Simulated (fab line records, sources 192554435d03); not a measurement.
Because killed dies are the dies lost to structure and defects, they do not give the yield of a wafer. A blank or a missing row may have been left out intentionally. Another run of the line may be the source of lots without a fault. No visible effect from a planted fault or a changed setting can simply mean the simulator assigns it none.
Chamber matching -- flow n5-finfet -- N5_BEOL_M1_CO_CAP_55 on cvd-co-01: 3 sister chambers
The step material Co, precursor CCTBA/H2, target thk 2 nm, time 102.1 s. 3 wafers are shown with their chamber, then 11 later ones without.

WAFERS, EACH WITH ITS CHAMBER
wafer,chamber,heater-power-w (W)
L089.4,2,282
L089.6,0,199
L090.3,1,264

WAFERS WITHOUT THEIR CHAMBER
wafer,heater-power-w (W)
L090.4,265
L090.6,267
L093.2,265
L093.3,199
L093.4,267
L095.2,194
L095.5,263
L095.6,199
L096.1,273
L096.2,262
L096.5,269

THE CHAMBER EACH PASSED THROUGH
wafer,from the rows above,in truth
L090.4,1,1
L090.6,1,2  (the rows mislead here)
L093.2,1,1
L093.3,0,0
L093.4,1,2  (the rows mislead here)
L095.2,0,0
L095.5,1,1
L095.6,0,0
L096.1,can't be placed: 1 or 2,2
L096.2,1,1
L096.5,1,1
Placed correctly: 8 of 11. Cannot be placed on the basis of these rows: 1; the candidates contain the true chamber in 1. Number placed wrongly: 2.
How it was worked out, from the rows above alone: a wafer's distance from a chamber is the root of the sum, over the readings, of the square of ((its reading less the chamber's mean) divided by the reading's scatter). If the next closest chamber is less than 2 further off than the closest, the wafer can't be placed; otherwise it belongs to the closest. Each chamber's mean is taken over the wafers shown for it. The scatter: with one shown wafer a chamber, the root of the mean of the squares of how far each hidden wafer lies from its nearest shown one.
